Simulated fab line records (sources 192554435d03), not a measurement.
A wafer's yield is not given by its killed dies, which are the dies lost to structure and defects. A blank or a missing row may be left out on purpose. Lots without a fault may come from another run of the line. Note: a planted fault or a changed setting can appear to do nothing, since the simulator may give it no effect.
fab line records	flow n5Finfet
record lots=24	wafers=72	lastDay=17
route steps=1938 shown BEOL_M4@1108 BEOL_M5@1137
lots that met no fault: from a run of the same line without faults
startH: hours from the record's first day to the start of the lot's first wafer shown	waitH: hours elapsed since this lot's preceding step	" as in the row above	L1.1+2: a single row standing in for several wafers	- no value, or no start was given	* or withheld: withheld	< > ~ a bound
route shown NAME@n: a module of which the file shows steps, and the number in the route of the first	usual: the fault-free wafers' mean and standard deviation	same: alike in all rows	chamber/n: place in a boat	sites: the reading at each site	_std_site: how widely they spread, as a standard deviation	_edge_site: inner sites' mean taken away from outer sites' mean	radiusMm: for every site, how far away it sits from the centre of the wafer	mask NAME#n: copy n	behind: the tool/chamber that last shaped the wafer	hold: the reason the lot was held/the length of the hold in hours/how it ended	device: transistor that didn't switch, given as n, p or np	end of line: the tests these same wafers got at the end of their route	a step with no rows: only its recipe	killed: the dies lost at the first sort to structure and to defects; this is not the yield of the wafer	map: per-die view of a wafer (x killed, . not killed, _ where there is no die)
set.NAME: the setting the step ran with; set.NAME@STEP: the setting that earlier step ran with	model.NAME: the simulator's own value behind a step, which no gauge read
a sample of lots followed through the steps of the route, with each step as a table and each wafer as a row
services: the hour from which a tool's chamber was out of use, counted from the record's first day as startH (under 0 if before that day), plus the number of hours and why
## steps
# step N5_BEOL_M4_DEP_57
# recipe material=SiCN	targetThkA=80	tempC=withheld	precursor=3MS/NH3	pressureTorr=3	rfW=202	timeS=14
# usual showerheadPlenumPTorr=3.667/0.012	throttleValvePct=9.0/0.37
lot.wafer	tool	chamber	startH	waitH	showerheadPlenumPTorr	throttleValvePct
L075.1	pecvd-03	0	163.11	0.0	3.642	9.7
L075.4	"	0	"	"	3.642	9.8
L075.5	"	1	"	"	3.673	9.0
L074.1	pecvd-02	1	170.88	0.0	3.659	8.8
L074.3	"	2	"	"	3.674	9.3
L074.6	"	0	"	"	3.675	8.8
L076.2	pecvd-02	2	173.43	0.0	3.677	9.2
L076.3	"	0	"	"	3.679	9.0
L076.6	"	2	"	"	3.675	9.5
L077.3	pecvd-04	1	180.13	0.0	3.649	9.0
L077.4	"	1	"	"	3.659	9.1
L077.6	"	0	"	"	3.671	9.1
L078.1	pecvd-03	2	183.92	0.0	3.675	8.8
L078.3	"	0	"	"	3.646	9.7
L078.5	"	0	"	"	3.653	9.3
L079.1	pecvd-04	0	195.37	0.0	3.675	9.1
L079.5	"	0	"	"	3.674	8.9
L079.6	"	1	"	"	3.657	9.2
L080.1	pecvd-02	0	196.89	0.0	3.679	8.8
L080.4	"	2	"	"	3.682	9.4
L080.6	"	0	"	"	3.691	8.8
L081.4	pecvd-02	1	212.34	0.0	3.658	9.0
L081.5	"	2	"	"	3.678	9.1
L081.6	"	0	"	"	3.680	9.0
L082.2	pecvd-02	1	217.68	0.0	3.653	8.9
L082.3	"	2	"	"	3.688	9.4
L082.6	"	1	"	"	3.656	9.1
L083.1	pecvd-04	0	226.65	0.0	3.667	9.0
L083.2	"	1	"	"	3.652	9.3
L083.4	"	0	"	"	3.676	9.1
L084.1	pecvd-04	1	233.31	0.0	3.652	9.3
L084.2	"	0	"	"	3.661	8.9
L084.3	"	1	"	"	3.652	9.2
L085.2	pecvd-04	0	236.22	0.0	3.665	9.0
L085.3	"	2	"	"	3.662	7.9
L085.4	"	1	"	"	3.659	9.3
L086.2	pecvd-03	0	236.80	0.0	3.659	9.3
L086.3	"	1	"	"	3.675	8.9
L086.5	"	1	"	"	3.668	9.1
L087.2	pecvd-02	0	240.82	0.0	3.688	8.6
L087.3	"	2	"	"	3.683	9.2
L087.6	"	0	"	"	3.685	8.6
L089.3	pecvd-04	2	254.49	0.0	3.670	8.4
L089.5	"	0	"	"	3.674	9.0
L089.6	"	1	"	"	3.656	9.2
L088.1	pecvd-04	2	258.22	0.0	3.670	8.2
L088.3	"	0	"	"	3.661	9.0
L088.4	"	2	"	"	3.662	8.1
L091.2	pecvd-04	2	262.49	0.0	3.679	8.1
L091.5	"	0	"	"	3.670	8.8
L091.6	"	2	"	"	3.674	8.3
L092.1	pecvd-03	1	269.87	0.0	3.677	9.1
L092.4	"	2	"	"	3.675	8.8
L092.6	"	0	"	"	3.648	9.7
L090.2	pecvd-04	1	271.79	0.0	3.659	9.2
L090.5	"	2	"	"	3.663	8.2
L090.6	"	0	"	"	3.662	8.9
L093.3	pecvd-04	1	292.24	0.0	3.654	9.3
L093.4	"	1	"	"	3.652	9.4
L093.6	"	2	"	"	3.674	8.2
L095.1	pecvd-02	0	294.40	0.0	3.689	8.7
L095.2	"	2	"	"	3.673	9.5
L095.4	"	2	"	"	3.680	9.4
L094.1	pecvd-04	1	295.43	0.0	3.653	9.4
L094.2	"	0	"	"	3.676	9.2
L094.6	"	1	"	"	3.652	9.3
L096.2	pecvd-04	2	296.00	0.0	3.670	8.3
L096.4	"	1	"	"	3.647	9.4
L096.5	"	2	"	"	3.660	8.4
L097.1	pecvd-03	2	297.72	0.0	3.683	8.8
L097.2	"	0	"	"	3.648	9.5
L097.5	"	2	"	"	3.690	8.9
# step N5_BEOL_M5_STRIP_19
# recipe chemistry=O2	powerW=400	tempC=40	pressureMtorr=30	rfFrequencyHz=6e+07	biasPowerW=0	overashFraction=0.2	o2FlowSccm=225
# usual drypumpMotorCurrentA=5.7/0.4	oesProductAu=0.79/0.067	rfVppV=3.6/0.43	showerheadPlenumPTorr=2.10/0.049	throttleValvePct=16.61/0.27
lot.wafer	tool	chamber	startH	waitH	drypumpMotorCurrentA	oesProductAu	rfHoursCounterH	rfVppV	showerheadPlenumPTorr	throttleValvePct
L075.1	rieDiel-03	3	167.52	0.1	6.2	0.90	32	3.7	2.15	16.51
L075.4	"	2	"	"	5.4	0.74	142	3.6	2.10	16.60
L075.5	"	1	"	"	6.2	0.74	-	3.4	2.19	16.64
L074.1	rieDiel-05	1	174.54	0.1	6.2	0.80	94	3.7	2.12	16.94
L074.3	"	2	"	"	5.0	0.90	23	3.0	2.15	16.11
L074.6	"	1	"	"	6.2	0.80	-	2.9	2.12	16.94
L076.2	rieDiel-01	0	177.27	0.1	5.6	0.77	135	3.2	2.11	16.66
L076.3	"	2	"	"	5.7	0.85	55	3.5	2.05	16.37
L076.6	"	2	"	"	5.7	0.85	-	4.4	2.05	16.37
L077.3	rieDiel-03	1	184.90	0.2	6.1	0.74	154	3.3	2.19	16.64
L077.4	"	0	"	"	6.2	0.79	124	3.1	2.02	16.40
L077.6	"	1	"	"	6.1	0.73	-	3.6	2.19	16.66
L078.1	rieDiel-01	2	188.27	0.1	5.7	0.85	59	3.8	2.05	16.39
L078.3	"	0	"	"	5.6	0.76	138	4.0	2.11	16.67
L078.5	"	0	"	"	5.6	0.77	-	3.9	2.11	16.65
L079.1	rieDiel-05	2	199.72	0.1	5.0	0.89	31	3.7	2.14	16.11
L079.5	"	2	"	"	5.0	0.89	-	3.1	2.14	16.10
L079.6	"	1	"	"	6.2	0.80	-	3.4	2.12	16.95
L080.1	rieDiel-05	0	200.15	0.1	5.8	0.69	234	3.4	2.08	17.10
L080.4	"	3	"	"	5.4	0.74	179	3.8	2.09	17.18
L080.6	"	2	"	"	5.0	0.90	-	3.8	2.14	16.11
L081.4	rieDiel-03	1	215.94	0.1	6.2	0.74	163	3.9	2.19	16.66
L081.5	"	2	"	"	5.5	0.73	-	4.1	2.09	16.62
L081.6	"	3	"	"	6.3	0.89	-	3.9	2.14	16.54
L082.2	rieDiel-01	1	220.76	0.4	5.7	0.83	90	2.9	2.13	16.62
L082.3	"	2	"	"	5.7	0.84	68	4.4	2.04	16.39
L082.6	"	2	"	"	5.7	0.84	-	4.7	2.04	16.40
L083.1	rieDiel-05	3	231.71	0.1	5.4	0.74	186	4.3	2.08	17.19
L083.2	"	0	"	"	5.7	0.69	241	3.6	2.08	17.12
L083.4	"	1	"	"	6.2	0.80	111	4.0	2.11	16.99
L084.1	rieDiel-03	3	238.99	0.2	6.2	0.88	52	3.6	2.14	16.56
L084.2	"	2	"	"	5.5	0.73	162	3.6	2.09	16.64
L084.3	"	0	"	"	6.2	0.78	140	3.4	2.01	16.43
L085.2	rieDiel-05	1	239.84	0.2	6.2	0.78	114	2.9	2.11	16.97
L085.3	"	0	"	"	5.7	0.69	244	3.2	2.07	17.13
L085.4	"	2	"	"	5.0	0.87	42	3.8	2.14	16.14
L086.2	rieDiel-01	0	240.78	0.2	5.6	0.75	155	4.9	2.10	16.71
L086.3	"	3	"	"	5.1	0.94	15	3.1	2.14	16.31
L086.5	"	0	"	"	5.6	0.74	-	3.5	2.10	16.71
L087.2	rieDiel-03	3	244.48	0.1	6.2	0.86	54	3.9	2.14	16.57
L087.3	"	0	"	"	6.2	0.77	141	3.9	2.01	16.43
L087.6	"	2	"	"	5.5	0.72	-	4.1	2.09	16.63
L089.3	rieDiel-03	1	258.48	0.2	6.2	0.72	176	3.5	2.18	16.70
L089.5	"	1	"	"	6.2	0.73	-	3.1	2.18	16.69
L089.6	"	3	"	"	6.2	0.86	-	3.3	2.14	16.55
L088.1	rieDiel-05	2	262.01	0.2	5.0	0.87	47	3.2	2.14	16.14
L088.3	"	1	"	"	6.3	0.78	120	3.5	2.11	17.00
L088.4	"	1	"	"	6.3	0.78	-	3.6	2.11	16.99
L091.2	rieDiel-01	3	267.81	0.1	5.2	0.92	23	3.7	2.13	16.32
L091.5	"	0	"	"	5.6	0.73	-	3.6	2.10	16.72
L091.6	"	2	"	"	5.7	0.81	-	3.8	2.04	16.43
L092.1	rieDiel-01	3	272.77	0.1	5.1	0.92	26	3.2	2.13	16.34
L092.4	"	2	"	"	5.7	0.81	-	2.8	2.04	16.44
L092.6	"	0	"	"	5.6	0.74	-	3.2	2.10	16.74
L090.2	rieDiel-03	1	276.71	0.1	6.2	0.71	185	3.3	2.18	16.70
L090.5	"	1	"	"	6.2	0.72	-	3.6	2.18	16.72
L090.6	"	3	"	"	6.2	0.85	-	4.1	2.14	16.56
L093.3	rieDiel-01	2	296.28	0.2	5.7	0.80	95	3.2	2.03	16.46
L093.4	"	3	"	"	5.1	0.90	37	4.0	2.13	16.35
L093.6	"	1	"	"	5.7	0.80	-	3.5	2.12	16.67
L095.1	rieDiel-03	1	297.50	0.3	6.2	0.71	196	3.2	2.17	16.73
L095.2	"	0	"	"	6.2	0.75	166	3.7	2.00	16.48
L095.4	"	2	"	"	5.4	0.71	173	3.2	2.08	16.65
L094.1	rieDiel-01	3	299.61	0.4	5.1	0.90	39	3.6	2.13	16.36
L094.2	"	1	"	"	5.7	0.80	116	3.5	2.12	16.68
L094.6	"	3	"	"	5.1	0.90	-	3.7	2.13	16.36
L096.2	rieDiel-01	0	300.93	0.1	5.6	0.73	179	3.7	2.09	16.75
L096.4	"	1	"	"	5.7	0.80	116	3.4	2.12	16.68
L096.5	"	2	"	"	5.7	0.80	-	3.2	2.03	16.44
L097.1	rieDiel-03	1	301.59	0.3	6.1	0.70	198	3.3	2.17	16.73
L097.2	"	0	"	"	6.2	0.74	168	4.1	2.00	16.48
L097.5	"	1	"	"	6.1	0.71	-	4.5	2.17	16.73
# step N5_BEOL_M5_CD_MEAS_28
# recipe targetCdNm=30.6	landingEnergyEv=500	detector=seInlens	targetCdYNm=20	polarity=opening
# usual cdNm=30.65/0.26
# same landingEnergyEv=500
lot.wafer	tool	chamber	startH	waitH	cdNm
L075.1	cdSem-01	0	168.10	-	30.88
L075.4	"	0	"	"	30.81
L075.5	"	0	"	"	30.32
L074.1	cdSem-03	0	175.59	-	30.41
L074.3	"	0	"	"	30.38
L074.6	"	0	"	"	30.78
L076.2	cdSem-01	0	179.09	-	30.70
L076.3	"	0	"	"	30.97
L076.6	"	0	"	"	31.16
L077.3	cdSem-03	0	186.43	-	30.64
L077.4	"	0	"	"	30.21
L077.6	"	0	"	"	30.54
L078.1	cdSem-01	0	191.04	-	30.27
L078.3	"	0	"	"	30.65
L078.5	"	0	"	"	30.50
L079.1	cdSem-02	0	201.96	-	30.70
L079.5	"	0	"	"	30.71
L079.6	"	0	"	"	30.37
L080.1	cdSem-03	0	202.13	-	30.63
L080.4	"	0	"	"	30.81
L080.6	"	0	"	"	30.49
L081.4	cdSem-01	0	219.24	-	30.82
L081.5	"	0	"	"	31.09
L081.6	"	0	"	"	30.76
L082.2	cdSem-02	0	222.76	-	30.15
L082.3	"	0	"	"	30.81
L082.6	"	0	"	"	30.38
L083.1	cdSem-02	0	232.09	-	30.39
L083.2	"	0	"	"	30.79
L083.4	"	0	"	"	31.03
L084.1	cdSem-03	0	239.37	-	30.83
L084.2	"	0	"	"	30.37
L084.3	"	0	"	"	30.40
L085.2	cdSem-01	0	240.46	-	30.74
L085.3	"	0	"	"	30.37
L085.4	"	0	"	"	30.67
L086.2	cdSem-03	0	241.22	-	31.18
L086.3	"	0	"	"	30.56
L086.5	"	0	"	"	30.54
L087.2	cdSem-03	0	247.01	-	30.83
L087.3	"	0	"	"	30.50
L087.6	"	0	"	"	30.65
L089.3	cdSem-03	0	259.46	-	30.21
L089.5	"	0	"	"	30.41
L089.6	"	0	"	"	30.20
L088.1	cdSem-03	0	262.43	-	30.79
L088.3	"	0	"	"	30.40
L088.4	"	0	"	"	30.62
L091.2	cdSem-01	0	268.32	-	30.39
L091.5	"	0	"	"	30.59
L091.6	"	0	"	"	30.76
L092.1	cdSem-02	0	274.31	-	30.57
L092.4	"	0	"	"	30.79
L092.6	"	0	"	"	30.79
L090.2	cdSem-01	0	277.30	-	31.03
L090.5	"	0	"	"	30.74
L090.6	"	0	"	"	30.34
L093.3	cdSem-01	0	298.32	-	30.78
L093.4	"	0	"	"	30.81
L093.6	"	0	"	"	30.49
L095.1	cdSem-03	0	298.37	-	30.48
L095.2	"	0	"	"	30.30
L095.4	"	0	"	"	30.49
L094.1	cdSem-01	0	300.01	-	30.24
L094.2	"	0	"	"	30.42
L094.6	"	0	"	"	30.29
L096.2	cdSem-02	0	301.32	-	30.85
L096.4	"	0	"	"	30.79
L096.5	"	0	"	"	30.83
L097.1	cdSem-03	0	305.28	-	31.14
L097.2	"	0	"	"	30.92
L097.5	"	0	"	"	30.66
# step N5_BEOL_M5_DEGAS_44
# recipe ambient=vacuum	tempC=250	timeS=60
# usual heaterPowerW=348/44
lot.wafer	tool	chamber	startH	waitH	heaterPowerW
L075.1	pvdSputter-01	-	170.89	1.8	341
L075.4	"	-	"	"	306
L075.5	"	-	"	"	374
L074.1	pvdSputter-02	-	176.65	0.3	285
L074.3	"	-	"	"	420
L074.6	"	-	"	"	421
L076.2	pvdSputter-03	-	180.16	0.2	297
L076.3	"	-	"	"	301
L076.6	"	-	"	"	337
L077.3	pvdSputter-03	-	188.19	0.7	331
L077.4	"	-	"	"	290
L077.6	"	-	"	"	296
L078.1	pvdSputter-01	-	192.38	0.6	312
L078.3	"	-	"	"	339
L078.5	"	-	"	"	376
L079.1	pvdSputter-03	-	203.22	0.3	327
L079.5	"	-	"	"	298
L079.6	"	-	"	"	293
L080.1	pvdSputter-02	-	203.53	0.3	273
L080.4	"	-	"	"	397
L080.6	"	-	"	"	415
L081.4	pvdSputter-01	-	221.96	0.7	378
L081.5	"	-	"	"	393
L081.6	"	-	"	"	358
L082.2	pvdSputter-03	-	224.04	0.3	364
L082.3	"	-	"	"	299
L082.6	"	-	"	"	326
L083.1	pvdSputter-02	-	233.19	0.3	321
L083.2	"	-	"	"	416
L083.4	"	-	"	"	280
L084.1	pvdSputter-02	-	241.96	1.7	282
L084.2	"	-	"	"	424
L084.3	"	-	"	"	319
L085.2	pvdSputter-01	-	242.13	0.8	316
L085.3	"	-	"	"	355
L085.4	"	-	"	"	360
L086.2	pvdSputter-02	-	243.40	1.0	313
L086.3	"	-	"	"	401
L086.5	"	-	"	"	392
L087.2	pvdSputter-02	-	249.20	0.7	286
L087.3	"	-	"	"	415
L087.6	"	-	"	"	281
L089.3	pvdSputter-01	-	261.34	0.4	341
L089.5	"	-	"	"	350
L089.6	"	-	"	"	355
L088.1	pvdSputter-03	-	263.60	0.4	333
L088.3	"	-	"	"	303
L088.4	"	-	"	"	347
L091.2	pvdSputter-01	-	269.85	0.4	342
L091.5	"	-	"	"	366
L091.6	"	-	"	"	390
L092.1	pvdSputter-02	-	275.64	0.5	283
L092.4	"	-	"	"	323
L092.6	"	-	"	"	424
L090.2	pvdSputter-03	-	278.45	0.3	307
L090.5	"	-	"	"	300
L090.6	"	-	"	"	296
L093.3	pvdSputter-01	-	300.34	0.3	307
L093.4	"	-	"	"	368
L093.6	"	-	"	"	338
L095.1	pvdSputter-03	-	300.62	0.3	303
L095.2	"	-	"	"	348
L095.4	"	-	"	"	297
L094.1	pvdSputter-02	-	301.98	0.5	423
L094.2	"	-	"	"	318
L094.6	"	-	"	"	323
L096.2	pvdSputter-01	-	305.63	3.0	316
L096.4	"	-	"	"	368
L096.5	"	-	"	"	305
L097.1	pvdSputter-01	-	306.63	0.6	401
L097.2	"	-	"	"	318
L097.5	"	-	"	"	367
# step N5_BEOL_M5_PRE_CLEAN_45
# recipe gas=H2/He	timeS=30	tempC=250
# usual heaterPowerW=348/45
lot.wafer	tool	chamber	startH	waitH	heaterPowerW
L075.1	pvdSputter-01	-	170.93	0.0	337
L075.4	"	-	"	"	315
L075.5	"	-	"	"	370
L074.1	pvdSputter-02	-	176.69	0.0	281
L074.3	"	-	"	"	424
L074.6	"	-	"	"	422
L076.2	pvdSputter-03	-	180.20	0.0	293
L076.3	"	-	"	"	300
L076.6	"	-	"	"	338
L077.3	pvdSputter-03	-	188.24	0.0	335
L077.4	"	-	"	"	297
L077.6	"	-	"	"	305
L078.1	pvdSputter-01	-	192.42	0.0	307
L078.3	"	-	"	"	335
L078.5	"	-	"	"	363
L079.1	pvdSputter-03	-	203.26	0.0	336
L079.5	"	-	"	"	295
L079.6	"	-	"	"	298
L080.1	pvdSputter-02	-	203.57	0.0	281
L080.4	"	-	"	"	397
L080.6	"	-	"	"	421
L081.4	pvdSputter-01	-	222.00	0.0	367
L081.5	"	-	"	"	402
L081.6	"	-	"	"	357
L082.2	pvdSputter-03	-	224.08	0.0	347
L082.3	"	-	"	"	302
L082.6	"	-	"	"	332
L083.1	pvdSputter-02	-	233.23	0.0	322
L083.2	"	-	"	"	439
L083.4	"	-	"	"	275
L084.1	pvdSputter-02	-	242.00	0.0	288
L084.2	"	-	"	"	416
L084.3	"	-	"	"	309
L085.2	pvdSputter-01	-	242.17	0.0	315
L085.3	"	-	"	"	345
L085.4	"	-	"	"	365
L086.2	pvdSputter-02	-	243.44	0.0	299
L086.3	"	-	"	"	392
L086.5	"	-	"	"	404
L087.2	pvdSputter-02	-	249.24	0.0	278
L087.3	"	-	"	"	421
L087.6	"	-	"	"	278
L089.3	pvdSputter-01	-	261.38	0.0	342
L089.5	"	-	"	"	343
L089.6	"	-	"	"	374
L088.1	pvdSputter-03	-	263.64	0.0	336
L088.3	"	-	"	"	305
L088.4	"	-	"	"	355
L091.2	pvdSputter-01	-	269.89	0.0	343
L091.5	"	-	"	"	369
L091.6	"	-	"	"	385
L092.1	pvdSputter-02	-	275.68	0.0	282
L092.4	"	-	"	"	322
L092.6	"	-	"	"	408
L090.2	pvdSputter-03	-	278.49	0.0	296
L090.5	"	-	"	"	301
L090.6	"	-	"	"	294
L093.3	pvdSputter-01	-	300.38	0.0	315
L093.4	"	-	"	"	366
L093.6	"	-	"	"	336
L095.1	pvdSputter-03	-	300.66	0.0	301
L095.2	"	-	"	"	351
L095.4	"	-	"	"	297
L094.1	pvdSputter-02	-	302.02	0.0	418
L094.2	"	-	"	"	309
L094.6	"	-	"	"	321
L096.2	pvdSputter-01	-	305.67	0.0	307
L096.4	"	-	"	"	360
L096.5	"	-	"	"	318
L097.1	pvdSputter-01	-	306.67	0.0	402
L097.2	"	-	"	"	311
L097.5	"	-	"	"	359
# step N5_BEOL_M5_SURFACE_TREAT_87
# recipe gas=Ar	timeS=*	ionEnergyEv=*	ionCurrentMaCm2=0.5	pressureMtorr=*	arFlowSccm=30
# usual throttleValvePct=*
lot.wafer	tool	chamber	startH	waitH	throttleValvePct
L075.1	pvdSputter-01	-	171.27	0.2	*
L075.4	"	-	"	"	*
L075.5	"	-	"	"	*
L074.1	pvdSputter-03	-	177.12	0.2	*
L074.3	"	-	"	"	*
L074.6	"	-	"	"	*
L076.2	pvdSputter-03	-	180.98	0.3	*
L076.3	"	-	"	"	*
L076.6	"	-	"	"	*
L077.3	pvdSputter-03	-	188.63	0.2	*
L077.4	"	-	"	"	*
L077.6	"	-	"	"	*
L078.1	pvdSputter-02	-	194.36	1.5	*
L078.3	"	-	"	"	*
L078.5	"	-	"	"	*
L079.1	pvdSputter-02	-	203.66	0.2	*
L079.5	"	-	"	"	*
L079.6	"	-	"	"	*
L080.1	pvdSputter-01	-	204.00	0.3	*
L080.4	"	-	"	"	*
L080.6	"	-	"	"	*
L081.4	pvdSputter-03	-	222.33	0.2	*
L081.5	"	-	"	"	*
L081.6	"	-	"	"	*
L082.2	pvdSputter-03	-	224.44	0.1	*
L082.3	"	-	"	"	*
L082.6	"	-	"	"	*
L083.1	pvdSputter-03	-	233.82	0.4	*
L083.2	"	-	"	"	*
L083.4	"	-	"	"	*
L084.1	pvdSputter-01	-	242.35	0.1	*
L084.2	"	-	"	"	*
L084.3	"	-	"	"	*
L085.2	pvdSputter-03	-	242.56	0.2	*
L085.3	"	-	"	"	*
L085.4	"	-	"	"	*
L086.2	pvdSputter-02	-	243.78	0.2	*
L086.3	"	-	"	"	*
L086.5	"	-	"	"	*
L087.2	pvdSputter-02	-	249.86	0.4	*
L087.3	"	-	"	"	*
L087.6	"	-	"	"	*
L089.3	pvdSputter-02	-	261.75	0.2	*
L089.5	"	-	"	"	*
L089.6	"	-	"	"	*
L088.1	pvdSputter-03	-	263.98	0.2	*
L088.3	"	-	"	"	*
L088.4	"	-	"	"	*
L091.2	pvdSputter-01	-	270.35	0.2	*
L091.5	"	-	"	"	*
L091.6	"	-	"	"	*
L092.1	pvdSputter-02	-	275.99	0.1	*
L092.4	"	-	"	"	*
L092.6	"	-	"	"	*
L090.2	pvdSputter-03	-	278.87	0.2	*
L090.5	"	-	"	"	*
L090.6	"	-	"	"	*
L093.3	pvdSputter-03	-	300.74	0.2	*
L093.4	"	-	"	"	*
L093.6	"	-	"	"	*
L095.1	pvdSputter-01	-	300.95	0.1	*
L095.2	"	-	"	"	*
L095.4	"	-	"	"	*
L094.1	pvdSputter-02	-	302.42	0.1	*
L094.2	"	-	"	"	*
L094.6	"	-	"	"	*
L096.2	pvdSputter-01	-	305.99	0.1	*
L096.4	"	-	"	"	*
L096.5	"	-	"	"	*
L097.1	pvdSputter-01	-	307.19	0.1	*
L097.2	"	-	"	"	*
L097.5	"	-	"	"	*
## services
tool	chamber	startH	hours	kind
pecvd-02	0	152.39	2.1	scheduledDown
pecvd-02	2	157.97	5.5	scheduledDown
pvdSputter-01	-	164.86	1.5	repair
pecvd-03	0	170.64	5.5	scheduledDown
pecvd-04	2	172.95	2.1	scheduledDown
rieDiel-01	3	177.08	-	clean
rieDiel-01	3	177.08	-	consumableReplace:focusRing
rieDiel-01	3	177.08	12.5	scheduledDown
rieDiel-01	3	177.08	12.5	ventCycle
pecvd-03	-	181.09	1.8	repair
pvdSputter-02	-	187.05	3.7	repair
pecvd-04	1	199.60	5.5	scheduledDown
pecvd-03	-	199.99	14.6	pm
pecvd-04	2	205.34	-	clean
pecvd-04	2	205.34	-	consumableReplace:showerhead
pecvd-04	2	205.34	29.0	scheduledDown
pecvd-04	2	205.34	29.0	ventCycle
rieDiel-01	-	232.90	2.8	pm
rieDiel-03	2	248.66	32.5	repair
rieDiel-05	-	255.94	4.4	repair
rieDiel-03	3	261.12	1.6	repair
rieDiel-05	0	261.54	-	clean
rieDiel-05	0	261.54	-	consumableReplace:focusRing
rieDiel-05	-	265.35	34.4	repair
## key
fault none
